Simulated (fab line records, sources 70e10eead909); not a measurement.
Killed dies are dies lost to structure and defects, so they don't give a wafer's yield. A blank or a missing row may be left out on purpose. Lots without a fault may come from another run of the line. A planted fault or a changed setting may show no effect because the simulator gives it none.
Problem report in the 8D (eight disciplines) form, filled by code | flow nand_harc | the parts of the form that need people (team, actions taken, sign-off) are left out

1. THE PROBLEM
killed_at_periphery at NHARC_END_SORT_01 reads a mean of 70.8 on 6 wafers of 2 lots; wafers without a fault read 3.6 with a standard deviation of 2.5. That is +27 standard deviations from the usual mean.
First seen on wafer L890.1, day 21 12:53, on prober-02. The record holds 9 wafers of 3 lots with a number at this step. Rule for "out", or "out of limits": more than 4 standard deviations from the usual mean. The other wafers with a number count as sound.

2. WHAT IT IS AND WHAT IT IS NOT
question                    | is                     | is not
which readings at this step | killed_at_periphery    | killed_at_array, killed_at_other, killed_open
which lots                  | L890, L892             | L902
which wafers of those lots  | all that have a number | -
read on which gauges        | prober-01, prober-02   | -
when                        | from day 21 12:53      | up to then (0 sound wafers); but 3 sound wafers of L902 came after

3. SUSPECTS, AND WHAT RULES EACH OUT
Counting: a tool at a process step up to the reading stays a suspect if it ran every lot that is out and no sound lot after the first of them.
- the gauge at NHARC_END_SORT_01: ruled out. The wafers that are out were read on 2 gauges (prober-01, prober-02).
- wet_bench-08 at NHARC_P_BONDPAD_PRECLEAN_30 (cleans in DIW, time 300 s): kept. It ran every lot that is out, first L890 (day 8 01:17), and no sound lot after that.
- rie_diel-05 at NHARC_A_M0_ETCH_15 (etches the open film in C4F8/Ar, target depth 150 nm, overetch 15 nm, time 82.5 s): kept. It ran every lot that is out, first L890 (day 18 17:17), and no sound lot after that. NHARC_A_M0_ETCH_15 gives no start for some lots, so the hours and the order of its lots are those of NHARC_A_M0_ANNEAL_30.
- pvd_sputter-03 at NHARC_A_M0_PRE_CLEAN_29 (time 30 s): kept. It ran every lot that is out, first L890 (day 18 17:17), and no sound lot after that. NHARC_A_M0_PRE_CLEAN_29 gives no start for some lots, so the hours and the order of its lots are those of NHARC_A_M0_ANNEAL_30.
Left after counting: wet_bench-08 at NHARC_P_BONDPAD_PRECLEAN_30, rie_diel-05 at NHARC_A_M0_ETCH_15, pvd_sputter-03 at NHARC_A_M0_PRE_CLEAN_29.

4. THE CAUSE (what the simulator had put in)
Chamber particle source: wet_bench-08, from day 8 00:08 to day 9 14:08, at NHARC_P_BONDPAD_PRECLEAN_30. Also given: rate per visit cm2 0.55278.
Counting left 3 suspects, and this tool is among them.

5. THE CHAIN OF EFFECTS, in route order
Each row: a reading whose mean over the struck wafers that have a number lies more than 3 standard deviations from the usual. Only readings for which the record gives a usual standard deviation are gone through. hours: the time from each lot's start at the first step in this table that gives one to its start at this step, as a median over the lots. sigmas: the change in usual standard deviations.
hours | step              | reading              | usual  | on struck wafers | change | sigmas
0     | NHARC_END_SORT_01 | defect_limited_yield | 95.2 % | 87.8             | -7.4   | -4.6
0     | NHARC_END_SORT_01 | killed_at_periphery  | 3.6    | 70.8             | +67.2  | +27
0     | NHARC_END_SORT_01 | killed_dies          | 32     | 83               | +51    | +4.6
0     | NHARC_END_SORT_01 | sort_bin_2_pct       | 1.5 %  | 5.6              | +4.1   | +6.2
0     | NHARC_END_SORT_01 | sort_bin_3_pct       | 0.25 % | 2.37             | +2.12  | +9.2
0     | NHARC_END_SORT_01 | sort_n_pass          | 645    | 594              | -51    | -4.6
0     | NHARC_END_SORT_01 | sort_yield_pct       | 95.2 % | 87.8             | -7.4   | -4.6

6. WHAT WOULD HAVE CAUGHT IT SOONER
In this record the first reading out of limits at a measuring or inspecting step was taken at day 21 12:53, 325 hours after the fault began at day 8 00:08.
All the lots that are out (2) had begun NHARC_P_BONDPAD_PRECLEAN_30 on wet_bench-08 by day 21 12:53. A hold on the tool at that time would have spared none of them.
